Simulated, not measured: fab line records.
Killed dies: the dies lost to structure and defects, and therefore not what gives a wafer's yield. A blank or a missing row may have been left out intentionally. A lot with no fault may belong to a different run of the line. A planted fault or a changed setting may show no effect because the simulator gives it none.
Which tool is to blame? / flow nand-harc / 42 wafers from 14 lots sampled at 6 of the route's 1302 steps

## WHAT THE GAUGES READ, wafer by wafer
NHARC_A_CHANNEL_FILL_D1_INSPECT_13.
lot=L892; measured=day 10 12:51; on=defect-inspect-02; raw-defect-count=182 214 234
lot=L894; measured=day 11 05:19; on=defect-inspect-01; raw-defect-count=329 454 361
lot=L893; measured=day 11 05:19; on=defect-inspect-02; raw-defect-count=404 512 436
lot=L895; measured=day 12 05:19; on=defect-inspect-02; raw-defect-count=182 431 332
lot=L899; measured=day 13 18:05; on=defect-inspect-01; raw-defect-count=218 198 365
lot=L901; measured=day 14 16:17; on=defect-inspect-01; raw-defect-count=423 406 353
lot=L900; measured=day 14 16:18; on=defect-inspect-02; raw-defect-count=231 126 123
lot=L907; measured=day 17 02:43; on=defect-inspect-02; raw-defect-count=558 360 192
lot=L906; measured=day 17 02:44; on=defect-inspect-02; raw-defect-count=366 323 394
lot=L908; measured=day 17 10:29; on=defect-inspect-02; raw-defect-count=315 412 393
lot=L909; measured=day 18 01:34; on=defect-inspect-02; raw-defect-count=283 266 343
lot=L910; measured=day 18 08:19; on=defect-inspect-02; raw-defect-count=629 494 490
lot=L912; measured=day 19 20:31; on=defect-inspect-01; raw-defect-count=248 228 168
lot=L913; measured=day 20 10:22; on=defect-inspect-01; raw-defect-count=676 366 247

NHARC_A_DECK1_JOINT_THK_MEAS_14: measures by ellipsometry.
lot=L892; measured=day 10 23:28; on=film-metro-01; thk-nm (nm)=52.6 52.0 51.0
lot=L894; measured=day 11 15:46; on=film-metro-01; thk-nm (nm)=49.5 51.1 53.1
lot=L893; measured=day 11 15:46; on=film-metro-02; thk-nm (nm)=49.1 48.0 51.3
lot=L895; measured=day 12 15:53; on=film-metro-02; thk-nm (nm)=54.0 52.9 51.9
lot=L899; measured=day 14 04:32; on=film-metro-01; thk-nm (nm)=48.2 50.0 48.2
lot=L901; measured=day 15 02:49; on=film-metro-01; thk-nm (nm)=50.2 47.2 50.5
lot=L900; measured=day 15 02:49; on=film-metro-02; thk-nm (nm)=50.6 52.1 50.9
lot=L907; measured=day 17 13:19; on=film-metro-02; thk-nm (nm)=50.8 50.4 51.0
lot=L906; measured=day 17 13:19; on=film-metro-01; thk-nm (nm)=52.1 52.4 52.1
lot=L908; measured=day 17 20:58; on=film-metro-02; thk-nm (nm)=50.6 48.8 47.9
lot=L909; measured=day 18 12:10; on=film-metro-02; thk-nm (nm)=52.8 52.6 53.6
lot=L910; measured=day 18 18:44; on=film-metro-02; thk-nm (nm)=51.3 49.7 49.2
lot=L912; measured=day 20 08:37; on=film-metro-02; thk-nm (nm)=50.2 50.3 52.1
lot=L913; measured=day 20 20:49; on=film-metro-02; thk-nm (nm)=51.9 49.2 49.0

NHARC_A_ONON_D2_THK_MEAS_02: measures by ellipsometry.
lot=L892; measured=day 12 00:29; on=film-metro-01; thk-nm (nm)=1017 1014 1014
lot=L894; measured=day 12 17:25; on=film-metro-01; thk-nm (nm)=1004 1005 1003
lot=L893; measured=day 12 17:50; on=film-metro-02; thk-nm (nm)=1003 1002 1003
lot=L895; measured=day 13 16:46; on=film-metro-01; thk-nm (nm)=1010 1011 1011
lot=L899; measured=day 15 06:43; on=film-metro-02; thk-nm (nm)=1000 1000 1001
lot=L901; measured=day 16 02:08; on=film-metro-01; thk-nm (nm)=1000 1000 1000
lot=L900; measured=day 16 02:08; on=film-metro-02; thk-nm (nm)=997 1000 1000
lot=L907; measured=day 18 14:50; on=film-metro-01; thk-nm (nm)=992 994 992
lot=L906; measured=day 18 14:50; on=film-metro-02; thk-nm (nm)=1006 1004 1005
lot=L908; measured=day 19 00:02; on=film-metro-02; thk-nm (nm)=1003 1007 1005
lot=L909; measured=day 19 10:10; on=film-metro-01; thk-nm (nm)=1016 1017 1015
lot=L910; measured=day 19 17:18; on=film-metro-01; thk-nm (nm)=1009 1010 1011
lot=L912; measured=day 21 08:00; on=film-metro-02; thk-nm (nm)=997 996 996
lot=L913; measured=day 21 21:55; on=film-metro-02; thk-nm (nm)=1002 1002 1001

NHARC_A_ONON_D2_THK_MEAS_08: measures by ellipsometry.
lot=L892; measured=day 12 01:48; on=film-metro-02; thk-nm (nm)=990 991 990
lot=L894; measured=day 12 18:42; on=film-metro-02; thk-nm (nm)=981 983 980
lot=L893; measured=day 12 18:58; on=film-metro-02; thk-nm (nm)=999 1000 1000
lot=L895; measured=day 13 17:53; on=film-metro-01; thk-nm (nm)=989 989 989
lot=L899; measured=day 15 07:50; on=film-metro-02; thk-nm (nm)=1685 996 998
lot=L901; measured=day 16 03:16; on=film-metro-02; thk-nm (nm)=999 1689 1689
lot=L900; measured=day 16 03:16; on=film-metro-01; thk-nm (nm)=1014 1012 1014
lot=L907; measured=day 18 15:58; on=film-metro-01; thk-nm (nm)=1009 1007 1008
lot=L906; measured=day 18 15:58; on=film-metro-02; thk-nm (nm)=1005 1005 1004
lot=L908; measured=day 19 01:10; on=film-metro-01; thk-nm (nm)=1002 1003 1003
lot=L909; measured=day 19 11:17; on=film-metro-02; thk-nm (nm)=989 992 989
lot=L910; measured=day 19 18:26; on=film-metro-02; thk-nm (nm)=1005 1006 1005
lot=L912; measured=day 21 09:08; on=film-metro-01; thk-nm (nm)=999 1000 1000
lot=L913; measured=day 21 23:11; on=film-metro-01; thk-nm (nm)=1017 1017 1017

NHARC_END_SORT_01.
lot=L899; measured=day 27 10:49; on=prober-02; killed-at-array=675 59 58; killed-at-other=1 1 1; killed-at-periphery=1 4 9; killed-dies=677 64 68; killed-open=0 4 5; killed-short=0 7 1
lot=L901; measured=day 28 07:37; on=prober-02; killed-at-array=96 674 674; killed-at-other=1 1 1; killed-at-periphery=1 2 2; killed-dies=98 677 677; killed-open=0 2 1; killed-short=0 1 2

## EACH LOT AND THE TOOL THAT RAN IT (in order: tool; ch and the chambers of the sampled wafers; start)
lot=L892; NHARC_A_ONON_D2_DEP_06=pecvd-onon-03 ch 0, day 12 01:17
lot=L894; NHARC_A_ONON_D2_DEP_06=pecvd-onon-01 ch 0, day 12 18:11
lot=L893; NHARC_A_ONON_D2_DEP_06=pecvd-onon-04 ch 0, day 12 18:34
lot=L895; NHARC_A_ONON_D2_DEP_06=pecvd-onon-03 ch 0, day 13 17:30
lot=L899; NHARC_A_ONON_D2_DEP_06=pecvd-onon-01 ch 0, day 15 07:26
lot=L901; NHARC_A_ONON_D2_DEP_06=pecvd-onon-01 ch 0, day 16 02:49
lot=L900; NHARC_A_ONON_D2_DEP_06=pecvd-onon-03 ch 0, day 16 02:52
lot=L907; NHARC_A_ONON_D2_DEP_06=pecvd-onon-04 ch 0, day 18 15:34
lot=L906; NHARC_A_ONON_D2_DEP_06=pecvd-onon-03 ch 0, day 18 15:27
lot=L908; NHARC_A_ONON_D2_DEP_06=pecvd-onon-01 ch 0, day 19 00:47
lot=L909; NHARC_A_ONON_D2_DEP_06=pecvd-onon-03 ch 0, day 19 10:47
lot=L910; NHARC_A_ONON_D2_DEP_06=pecvd-onon-03 ch 0, day 19 18:02
lot=L912; NHARC_A_ONON_D2_DEP_06=pecvd-onon-01 ch 0, day 21 08:38
lot=L913; NHARC_A_ONON_D2_DEP_06=pecvd-onon-01 ch 0, day 21 22:51
- NHARC_A_ONON_D2_DEP_06: target thk 1000 nm.

## AS READ BY THE TOOLS THEMSELVES (means over the sampled wafers that have a number; for cases with no such wafer, the mark the record gives instead)
NHARC_A_ONON_D2_DEP_06.
lot=L892; tool=pecvd-onon-03; n2-flow-sccm (sccm)=2758
lot=L894; tool=pecvd-onon-01; n2-flow-sccm (sccm)=2753
lot=L893; tool=pecvd-onon-04; n2-flow-sccm (sccm)=2758
lot=L895; tool=pecvd-onon-03; n2-flow-sccm (sccm)=2740
lot=L899; tool=pecvd-onon-01; n2-flow-sccm (sccm)=2743
lot=L901; tool=pecvd-onon-01; n2-flow-sccm (sccm)=2739
lot=L900; tool=pecvd-onon-03; n2-flow-sccm (sccm)=2753
lot=L907; tool=pecvd-onon-04; n2-flow-sccm (sccm)=2750
lot=L906; tool=pecvd-onon-03; n2-flow-sccm (sccm)=2771
lot=L908; tool=pecvd-onon-01; n2-flow-sccm (sccm)=2748
lot=L909; tool=pecvd-onon-03; n2-flow-sccm (sccm)=2755
lot=L910; tool=pecvd-onon-03; n2-flow-sccm (sccm)=2755
lot=L912; tool=pecvd-onon-01; n2-flow-sccm (sccm)=2751
lot=L913; tool=pecvd-onon-01; n2-flow-sccm (sccm)=2763

## THE ANSWER, worked out from the rows above alone
Rule: usual is defined by the lots themselves. The widest of any qualifying gaps counts: lots, ordered by their means at a reading, are off when they make up no more than a third of the lots, leave a main group of 4 or more, and stand apart from it by 3 or more times the standard deviation of that group's means. If all means in a main group match to the digits the tables above print for the reading, that group is not used. Also off: a lot with no number at a reading for which 4 or more lots have one. Where the step has rows for the other lots, those lots are counted as sound. The gauges are gone through in route order, then the tools' own readings, and for those a lot's mean is taken as printed above. At the first step where some lot is off, the reading lying furthest off is the one used; lots without a number count as furthest.
Off: L899, L901, at NHARC_A_ONON_D2_THK_MEAS_08 (thk-nm). Main group: mean 1000 nm, sd 10.
A tool fits if, at a process step before that reading, it ran every lot that is off, and no sound lot after the first of them. Gauges at NHARC_A_ONON_D2_THK_MEAS_08: tried the same way as those tools. No candidate that was tried fits.

## WHAT THE SIMULATOR HAD PUT IN
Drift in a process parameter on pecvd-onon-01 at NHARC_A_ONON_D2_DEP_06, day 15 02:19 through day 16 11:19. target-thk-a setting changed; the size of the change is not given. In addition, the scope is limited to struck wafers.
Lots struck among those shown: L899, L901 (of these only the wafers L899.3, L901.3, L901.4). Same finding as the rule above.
